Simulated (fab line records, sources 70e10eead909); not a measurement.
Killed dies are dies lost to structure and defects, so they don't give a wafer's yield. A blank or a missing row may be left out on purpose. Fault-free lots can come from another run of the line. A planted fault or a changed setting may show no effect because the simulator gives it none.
Which of the tools did it? / flow nand-harc / Sampling: 11 lots, 33 wafers, 4 of 1302 route steps

WHAT THE GAUGES SHOWED, per wafer
The record lacks any reading of a measuring or inspecting step that a usual standard deviation could be used to judge.

WHICH TOOL RAN EACH LOT (tool, then ch and the chambers of the sampled wafers, then the start)
lot=L100; NHARC_A_SLIT_DESCUM_14=rie-diel-10 ch 0,1,2, day 20 05:35; NHARC_A_SLIT_ETCH_24=rie-diel-10 ch 2,3, day 20 05:40; NHARC_A_SLIT_ETCH_15=rie-diel-10 ch 2,3, day 20 19:53 or earlier; NHARC_A_WL_FILL_ETCHBACK_04=rie-metal-01 ch 0,1, day 20 19:53
lot=L101; NHARC_A_SLIT_DESCUM_14=rie-diel-13 ch 1,2,3, day 20 15:46; NHARC_A_SLIT_ETCH_24=rie-diel-13 ch 0,1,3, day 20 15:51; NHARC_A_SLIT_ETCH_15=rie-diel-13 ch 0,2,3, day 21 06:07 or earlier; NHARC_A_WL_FILL_ETCHBACK_04=rie-metal-02 ch 0,1, day 21 06:07
lot=L103; NHARC_A_SLIT_DESCUM_14=rie-diel-10 ch 0,2,3, day 21 01:33; NHARC_A_SLIT_ETCH_24=rie-diel-10 ch 0,1,3, day 21 01:38; NHARC_A_SLIT_ETCH_15=rie-diel-10 ch 0,1, day 21 18:23 or earlier; NHARC_A_WL_FILL_ETCHBACK_04=rie-metal-02 ch 0,1, day 21 18:23
lot=L104; NHARC_A_SLIT_DESCUM_14=rie-diel-13 ch 0,1,2, day 21 17:43; NHARC_A_SLIT_ETCH_24=rie-diel-13 ch 0,2,3, day 21 18:16; NHARC_A_SLIT_ETCH_15=rie-diel-13 ch 1,2,3, day 22 08:28 or earlier; NHARC_A_WL_FILL_ETCHBACK_04=rie-metal-02 ch 0,1, day 22 08:28
lot=L105; NHARC_A_SLIT_DESCUM_14=rie-diel-10 ch 2,3, day 22 06:21; NHARC_A_SLIT_ETCH_24=rie-diel-10 ch 1,2,3, day 22 06:26; NHARC_A_SLIT_ETCH_15=rie-diel-10 ch 0,2,3, day 22 20:35 or earlier; NHARC_A_WL_FILL_ETCHBACK_04=rie-metal-01 ch 0, day 22 20:35
lot=L106; NHARC_A_SLIT_DESCUM_14=rie-diel-01 ch 1,2,3, day 22 22:24; NHARC_A_SLIT_ETCH_24=rie-diel-01 ch 0,2,3, day 22 22:29; NHARC_A_SLIT_ETCH_15=rie-diel-01 ch 1,2,3, day 23 13:11 or earlier; NHARC_A_WL_FILL_ETCHBACK_04=rie-metal-03 ch 0,1, day 23 13:11
lot=L114; NHARC_A_SLIT_DESCUM_14=rie-diel-13 ch 0,2,3, day 25 21:55; NHARC_A_SLIT_ETCH_24=rie-diel-13 ch 1,2,3, day 25 22:01; NHARC_A_SLIT_ETCH_15=rie-diel-13 ch 0,1,2, day 26 16:16 or earlier; NHARC_A_WL_FILL_ETCHBACK_04=rie-metal-01 ch 0,1, day 26 16:16
lot=L116; NHARC_A_SLIT_DESCUM_14=rie-diel-10 ch 2,3, day 27 04:05; NHARC_A_SLIT_ETCH_24=rie-diel-10 ch 1,2,3, day 27 04:11; NHARC_A_SLIT_ETCH_15=rie-diel-10 ch 1,2,3, day 27 18:31 or earlier; NHARC_A_WL_FILL_ETCHBACK_04=rie-metal-02 ch 0,1, day 27 18:31
lot=L119; NHARC_A_SLIT_DESCUM_14=rie-diel-10 ch 1,2,3, day 27 17:13; NHARC_A_SLIT_ETCH_24=rie-diel-10 ch 0,1,3, day 27 17:19; NHARC_A_SLIT_ETCH_15=rie-diel-10 ch 0,1,2, day 28 07:43 or earlier; NHARC_A_WL_FILL_ETCHBACK_04=rie-metal-02 ch 0,1, day 28 07:43
lot=L117; NHARC_A_SLIT_DESCUM_14=rie-diel-13 ch 0,2,3, day 27 17:23; NHARC_A_SLIT_ETCH_24=rie-diel-13 ch 0,2,3, day 27 17:28; NHARC_A_SLIT_ETCH_15=rie-diel-13 ch 0,1,3, day 28 07:29 or earlier; NHARC_A_WL_FILL_ETCHBACK_04=rie-metal-03 ch 0,1, day 28 07:29
lot=L121; NHARC_A_SLIT_DESCUM_14=rie-diel-13 ch 0,1,2, day 28 20:54; NHARC_A_SLIT_ETCH_24=rie-diel-13 ch 0,2,3, day 28 20:59; NHARC_A_SLIT_ETCH_15=rie-diel-13 ch 0,1, day 29 10:23 or earlier; NHARC_A_WL_FILL_ETCHBACK_04=rie-metal-02 ch 0,1, day 29 10:23
- NHARC_A_SLIT_DESCUM_14: chemistry O2, time 3 s.
- NHARC_A_SLIT_ETCH_24: etches the open film in CF4/CHF3, target depth 121 nm, time 60.5 s.
- NHARC_A_SLIT_ETCH_15: etches the open film in O2/COS, target depth 6200 nm, time 1612 s.
- NHARC_A_WL_FILL_ETCHBACK_04: etches the open film in NF3, target depth 60 nm, time 120 s.

AS READ BY THE TOOLS THEMSELVES (means over the sampled wafers that have a number; for cases with no such wafer, the mark the record gives instead)
NHARC_A_SLIT_DESCUM_14.
lot=L100; tool=rie-diel-10; drypump-motor-current-A (A)=6.0; oes-product-au (a.u.)=0.994; rf-vpp-V (V)=57.4; showerhead-plenum-p-Torr (Torr)=1.86; throttle-valve-pct (%)=11.317
lot=L101; tool=rie-diel-13; drypump-motor-current-A (A)=6.2; oes-product-au (a.u.)=1.004; rf-vpp-V (V)=57.7; showerhead-plenum-p-Torr (Torr)=1.79; throttle-valve-pct (%)=11.309
lot=L103; tool=rie-diel-10; drypump-motor-current-A (A)=5.8; oes-product-au (a.u.)=0.995; rf-vpp-V (V)=57.3; showerhead-plenum-p-Torr (Torr)=1.87; throttle-valve-pct (%)=11.300
lot=L104; tool=rie-diel-13; drypump-motor-current-A (A)=5.7; oes-product-au (a.u.)=1.002; rf-vpp-V (V)=56.8; showerhead-plenum-p-Torr (Torr)=1.80; throttle-valve-pct (%)=11.311
lot=L105; tool=rie-diel-10; drypump-motor-current-A (A)=5.8; oes-product-au (a.u.)=0.995; rf-vpp-V (V)=58.1; showerhead-plenum-p-Torr (Torr)=1.89; throttle-valve-pct (%)=11.316
lot=L106; tool=rie-diel-01; drypump-motor-current-A (A)=6.1; oes-product-au (a.u.)=1.010; rf-vpp-V (V)=57.7; showerhead-plenum-p-Torr (Torr)=1.95; throttle-valve-pct (%)=11.312
lot=L114; tool=rie-diel-13; drypump-motor-current-A (A)=5.9; oes-product-au (a.u.)=1.007; rf-vpp-V (V)=57.5; showerhead-plenum-p-Torr (Torr)=1.79; throttle-valve-pct (%)=11.305
lot=L116; tool=rie-diel-10; drypump-motor-current-A (A)=5.8; oes-product-au (a.u.)=0.999; rf-vpp-V (V)=57.8; showerhead-plenum-p-Torr (Torr)=1.93; throttle-valve-pct (%)=11.316
lot=L119; tool=rie-diel-10; drypump-motor-current-A (A)=5.9; oes-product-au (a.u.)=1.006; rf-vpp-V (V)=57.7; showerhead-plenum-p-Torr (Torr)=1.92; throttle-valve-pct (%)=11.312
lot=L117; tool=rie-diel-13; drypump-motor-current-A (A)=5.9; oes-product-au (a.u.)=1.007; rf-vpp-V (V)=57.6; showerhead-plenum-p-Torr (Torr)=1.79; throttle-valve-pct (%)=11.313
lot=L121; tool=rie-diel-13; drypump-motor-current-A (A)=5.7; oes-product-au (a.u.)=1.007; rf-vpp-V (V)=57.3; showerhead-plenum-p-Torr (Torr)=1.80; throttle-valve-pct (%)=11.322

NHARC_A_SLIT_ETCH_24.
lot=L100; tool=rie-diel-10; chf3-flow-sccm (sccm)=30.01; drypump-motor-current-A (A)=5.8; oes-product-au (a.u.)=0.967; rf-vpp-V (V)=370.9; showerhead-plenum-p-Torr (Torr)=1.59; throttle-valve-pct (%)=16.797
lot=L101; tool=rie-diel-13; chf3-flow-sccm (sccm)=30.07; drypump-motor-current-A (A)=5.8; oes-product-au (a.u.)=0.968; rf-vpp-V (V)=367.2; showerhead-plenum-p-Torr (Torr)=1.48; throttle-valve-pct (%)=16.808
lot=L103; tool=rie-diel-10; chf3-flow-sccm (sccm)=30.06; drypump-motor-current-A (A)=5.9; oes-product-au (a.u.)=0.956; rf-vpp-V (V)=370.6; showerhead-plenum-p-Torr (Torr)=1.56; throttle-valve-pct (%)=16.800
lot=L104; tool=rie-diel-13; chf3-flow-sccm (sccm)=30.11; drypump-motor-current-A (A)=5.9; oes-product-au (a.u.)=0.929; rf-vpp-V (V)=367.1; showerhead-plenum-p-Torr (Torr)=1.48; throttle-valve-pct (%)=16.801
lot=L105; tool=rie-diel-10; chf3-flow-sccm (sccm)=29.92; drypump-motor-current-A (A)=5.9; oes-product-au (a.u.)=0.956; rf-vpp-V (V)=370.0; showerhead-plenum-p-Torr (Torr)=1.58; throttle-valve-pct (%)=16.800
lot=L106; tool=rie-diel-01; chf3-flow-sccm (sccm)=30.01; drypump-motor-current-A (A)=5.9; oes-product-au (a.u.)=0.960; rf-vpp-V (V)=372.1; showerhead-plenum-p-Torr (Torr)=1.62; throttle-valve-pct (%)=16.794
lot=L114; tool=rie-diel-13; chf3-flow-sccm (sccm)=29.97; drypump-motor-current-A (A)=6.2; oes-product-au (a.u.)=0.955; rf-vpp-V (V)=367.4; showerhead-plenum-p-Torr (Torr)=1.48; throttle-valve-pct (%)=16.800
lot=L116; tool=rie-diel-10; chf3-flow-sccm (sccm)=30.03; drypump-motor-current-A (A)=5.9; oes-product-au (a.u.)=0.971; rf-vpp-V (V)=371.0; showerhead-plenum-p-Torr (Torr)=1.58; throttle-valve-pct (%)=16.804
lot=L119; tool=rie-diel-10; chf3-flow-sccm (sccm)=30.04; drypump-motor-current-A (A)=5.9; oes-product-au (a.u.)=0.971; rf-vpp-V (V)=369.8; showerhead-plenum-p-Torr (Torr)=1.56; throttle-valve-pct (%)=16.799
lot=L117; tool=rie-diel-13; chf3-flow-sccm (sccm)=29.95; drypump-motor-current-A (A)=5.9; oes-product-au (a.u.)=0.971; rf-vpp-V (V)=367.5; showerhead-plenum-p-Torr (Torr)=1.48; throttle-valve-pct (%)=16.803
lot=L121; tool=rie-diel-13; chf3-flow-sccm (sccm)=30.00; drypump-motor-current-A (A)=5.9; oes-product-au (a.u.)=0.958; rf-vpp-V (V)=367.8; showerhead-plenum-p-Torr (Torr)=1.48; throttle-valve-pct (%)=16.798

NHARC_A_SLIT_ETCH_15.
lot=L100; tool=rie-diel-10; drypump-motor-current-A (A)=5.8; oes-product-au (a.u.)=0.998; rf-vpp-V (V)=314.7; showerhead-plenum-p-Torr (Torr)=3.15; throttle-valve-pct (%)=28.322
lot=L101; tool=rie-diel-13; drypump-motor-current-A (A)=5.9; oes-product-au (a.u.)=1.004; rf-vpp-V (V)=311.5; showerhead-plenum-p-Torr (Torr)=2.94; throttle-valve-pct (%)=28.329
lot=L103; tool=rie-diel-10; drypump-motor-current-A (A)=5.9; oes-product-au (a.u.)=1.001; rf-vpp-V (V)=312.4; showerhead-plenum-p-Torr (Torr)=3.00; throttle-valve-pct (%)=28.325
lot=L104; tool=rie-diel-13; drypump-motor-current-A (A)=6.2; oes-product-au (a.u.)=0.996; rf-vpp-V (V)=311.9; showerhead-plenum-p-Torr (Torr)=2.93; throttle-valve-pct (%)=28.327
lot=L105; tool=rie-diel-10; drypump-motor-current-A (A)=5.8; oes-product-au (a.u.)=1.010; rf-vpp-V (V)=313.4; showerhead-plenum-p-Torr (Torr)=3.05; throttle-valve-pct (%)=28.327
lot=L106; tool=rie-diel-01; drypump-motor-current-A (A)=6.1; oes-product-au (a.u.)=1.008; rf-vpp-V (V)=315.6; showerhead-plenum-p-Torr (Torr)=3.18; throttle-valve-pct (%)=28.327
lot=L114; tool=rie-diel-13; drypump-motor-current-A (A)=5.7; oes-product-au (a.u.)=1.003; rf-vpp-V (V)=311.2; showerhead-plenum-p-Torr (Torr)=2.94; throttle-valve-pct (%)=28.327
lot=L116; tool=rie-diel-10; drypump-motor-current-A (A)=5.9; oes-product-au (a.u.)=1.001; rf-vpp-V (V)=313.8; showerhead-plenum-p-Torr (Torr)=3.13; throttle-valve-pct (%)=28.330
lot=L119; tool=rie-diel-10; drypump-motor-current-A (A)=6.0; oes-product-au (a.u.)=1.013; rf-vpp-V (V)=312.9; showerhead-plenum-p-Torr (Torr)=3.03; throttle-valve-pct (%)=28.331
lot=L117; tool=rie-diel-13; drypump-motor-current-A (A)=5.8; oes-product-au (a.u.)=1.006; rf-vpp-V (V)=311.4; showerhead-plenum-p-Torr (Torr)=2.94; throttle-valve-pct (%)=28.333
lot=L121; tool=rie-diel-13; drypump-motor-current-A (A)=5.5; oes-product-au (a.u.)=1.013; rf-vpp-V (V)=312.1; showerhead-plenum-p-Torr (Torr)=2.94; throttle-valve-pct (%)=28.326

NHARC_A_WL_FILL_ETCHBACK_04.
lot=L100; tool=rie-metal-01; drypump-motor-current-A (A)=6.0; oes-product-au (a.u.)=1.000; run-length-s (s)=141.9
lot=L101; tool=rie-metal-02; drypump-motor-current-A (A)=5.8; oes-product-au (a.u.)=1.013; run-length-s (s)=140.6
lot=L103; tool=rie-metal-02; drypump-motor-current-A (A)=5.8; oes-product-au (a.u.)=1.014; run-length-s (s)=141.0
lot=L104; tool=rie-metal-02; drypump-motor-current-A (A)=5.8; oes-product-au (a.u.)=0.997; run-length-s (s)=140.9
lot=L105; tool=rie-metal-01; drypump-motor-current-A (A)=5.9; oes-product-au (a.u.)=0.997; run-length-s (s)=141.0
lot=L106; tool=rie-metal-03; drypump-motor-current-A (A)=5.6; oes-product-au (a.u.)=1.021; run-length-s (s)=141.6
lot=L114; tool=rie-metal-01; drypump-motor-current-A (A)=6.0; oes-product-au (a.u.)=0.990; run-length-s (s)=132.7
lot=L116; tool=rie-metal-02; drypump-motor-current-A (A)=5.8; oes-product-au (a.u.)=0.992; run-length-s (s)=140.8
lot=L119; tool=rie-metal-02; drypump-motor-current-A (A)=5.4; oes-product-au (a.u.)=0.999; run-length-s (s)=141.1
lot=L117; tool=rie-metal-03; drypump-motor-current-A (A)=5.6; oes-product-au (a.u.)=1.009; run-length-s (s)=141.3
lot=L121; tool=rie-metal-02; drypump-motor-current-A (A)=5.4; oes-product-au (a.u.)=1.002; run-length-s (s)=140.9

THE ANSWER, worked out from the rows above alone
Rule: the lots themselves supply what counts as usual. Put in order of their means at a reading, lots are off if they are a third of the lots or fewer, leave a main group of 4 or more, and stand apart from it by a gap of 3 or more times the standard deviation of the main group's means; of several such gaps the widest counts. A main group is skipped when, at the precision printed for the reading in the tables above, its means are all equal. Also off: a lot with no number at a reading for which 4 or more lots have one. Where the step has rows for the other lots, those lots are counted as sound. Order of review: gauges by route order, followed by the tools' own readings, for which a lot's mean as printed above is used. The first step at which some lot is off is used, and at that step the reading that is off furthest; a lot without a number counts as furthest.
Off: L114 (NHARC_A_SLIT_ETCH_24, drypump-motor-current-A). For the main group the mean is 5.9 A and the standard deviation 0.04.
If a tool, at that step or one of the process steps before it, ran each lot that is off and ran no sound lot following the first of them, it fits. No candidate that was tried fits.

WHAT WAS PUT IN BY THE SIMULATOR
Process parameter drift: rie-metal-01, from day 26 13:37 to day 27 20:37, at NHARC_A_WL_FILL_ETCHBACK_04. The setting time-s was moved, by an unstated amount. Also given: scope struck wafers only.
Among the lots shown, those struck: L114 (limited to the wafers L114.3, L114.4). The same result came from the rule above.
